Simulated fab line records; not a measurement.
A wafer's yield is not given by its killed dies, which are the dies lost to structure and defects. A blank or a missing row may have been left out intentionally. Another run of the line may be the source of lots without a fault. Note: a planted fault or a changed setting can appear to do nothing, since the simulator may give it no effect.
Struck lot and sound lot, side by side / flow n5_finfet / 18 steps out of a route of 1938
Sound: the wafers L569.1, L569.3, L569.4. Struck: wafer L585.6. (L585.1, L585.5 of the same lot were not struck and are left out.) The cause comes at the end.
Per side, at each step with rows, come the tool, then ch with its chambers, and then its first start. Under that, the readings that differ: sound wafers / struck wafers / difference of the means / sigmas: that difference in standard deviations of wafers without a fault.
alike: a reading whose means differ by less than 2 such deviations, as well as words and numbers matching on both sides. not compared: withheld readings; readings where some wafer has no value; bounds like >300 that might hide an equal value; numbers whose values overlap and for which the record gives no deviation.
A row with sigmas, a row that says differs or no value, or rows on one side alone: a step with any of these is where the two part. When numbers do not overlap yet have no deviation, they are printed without sigmas and do not part them. A reading missing from all wafers of one side parts the sides only when that side holds two or more wafers.

N5_BEOL_M15_ETCH_61: etches BARC in N2/H2, target depth 89 nm, overetch 26.7 nm, time 67.9 s.
  sound on rie_diel-05 ch 0,1,2, day 13 02:07; struck on rie_diel-03 ch 0, day 16 18:23
  alike: drypump_motor_current_A, h2_flow_sccm, oes_product_au, rf_vpp_V, showerhead_plenum_p_Torr, throttle_valve_pct
  not compared: rf_hours_counter_h
then, 1 step without rows for these wafers: N5_BEOL_M15_TRENCH_ETCH_34 (etches SiO2 in C4F8/O2/Ar, target depth 872.93 nm, time 199 s).
N5_BEOL_M15_STRIP_36: strips in O2.
  sound on rie_diel-04 ch 0,1, day 13 06:32; struck on rie_diel-03 ch 0, day 16 18:58
  alike: drypump_motor_current_A, oes_product_au, rf_vpp_V, showerhead_plenum_p_Torr, throttle_valve_pct
  not compared: rf_hours_counter_h
then, 1 step without rows for these wafers: N5_BEOL_M15_STRIP_62 (strips in O2).
N5_BEOL_M15_STRIP_37: strips in O2.
  sound: rie_diel-04 ch 0,1; struck: rie_diel-03 ch 0
  alike: drypump_motor_current_A, oes_product_au, rf_vpp_V, showerhead_plenum_p_Torr, throttle_valve_pct
  not compared: rf_hours_counter_h
N5_BEOL_M15_ETCH_38: etches SiCN in CF4/N2, target depth 106.4 nm, time 120.5 s.
  sound: rie_diel-04 ch 0,1; struck: rie_diel-03 ch 0
  alike: cf4_flow_sccm, drypump_motor_current_A, oes_product_au, rf_vpp_V, showerhead_plenum_p_Torr, throttle_valve_pct
  not compared: rf_hours_counter_h
then, 5 steps without rows for these wafers: N5_BEOL_M15_PRECLEAN_39 (cleans in residue remover, time 60 s); N5_BEOL_M15_SRD_40 (time 30 s, dry time 30 s); N5_BEOL_M15_DEGAS_41 (time 60 s); N5_BEOL_M15_PRE_CLEAN_42 (time 30 s); N5_BEOL_M15_SPUTTER_43 (material TaN, target thk 15 nm, time 24.19 s).
N5_BEOL_M15_SPUTTER_44: material Ta, target thk 15 nm, time 24.19 s.
  sound: pvd_sputter-01 at day 13 07:12; struck: pvd_sputter-02 at day 16 19:41
reading=model.Ta_of_BEOL_M15_SPUTTER_44.thk_nm (nm); sound=14.6 14.6 14.6; struck=26.2; difference=+11.6; sigmas=
  alike: bias_v, cathode_dc_power_W, throttle_valve_pct
then, 2 steps without rows for these wafers: N5_BEOL_M15_SPUTTER_45 (material Cu, target thk 100 nm, time 16.67 s); N5_BEOL_M15_ECD_47 (material Cu, target thk 1860 nm).
N5_BEOL_M15_ANNEAL_48: time 90 s.
  sound on rtp_anneal-02 ch 0, day 13 07:38; struck on rtp_anneal-01 ch 0, day 16 21:08
reading=wafer_temp_C_max; sound=225.6 225.4 225.5; struck=227.2; difference=+1.7; sigmas=+2
N5_BEOL_M15_CMP_49: polishes, stops on SiO2, t overpolish 4.9 s, target thk 850 nm.
  sound on cmp-01 ch 1,2,3, day 13 07:59; struck on cmp-04 ch 2, day 16 21:31
reading=barrier_field_endpoint_s (s); sound=11.45 11.72 11.24; struck=15.63; difference=+4.16; sigmas=+17
  alike: motor_current_A, platen_rpm
N5_BEOL_M15_THK_MEAS_50: measures by xrf.
  sound: film_metro-01 at day 13 08:14; struck: film_metro-01 at day 16 21:44
  alike: M15_THK
N5_PASSIVATION_PROBE_49:
  sound: prober-01 at day 13 23:40; struck: prober-01 at day 17 13:31
  alike: defect_limited_yield, killed_at_M0_to_M3, killed_at_M4_up, killed_at_contacts, killed_at_front_end, killed_at_other, killed_dies, killed_on_rim, killed_open, killed_short, sort_bin_5_function, sort_bin_6_memory, sort_n_pass, sort_yield_pct

WHERE THEY PART
Last at N5_BEOL_M15_CMP_49 as far as this record goes, first at N5_BEOL_M15_ANNEAL_48. Later steps at which nothing parts them and some readings are alike: N5_BEOL_M15_THK_MEAS_50, N5_PASSIVATION_PROBE_49.

WHY: what the simulator had put in
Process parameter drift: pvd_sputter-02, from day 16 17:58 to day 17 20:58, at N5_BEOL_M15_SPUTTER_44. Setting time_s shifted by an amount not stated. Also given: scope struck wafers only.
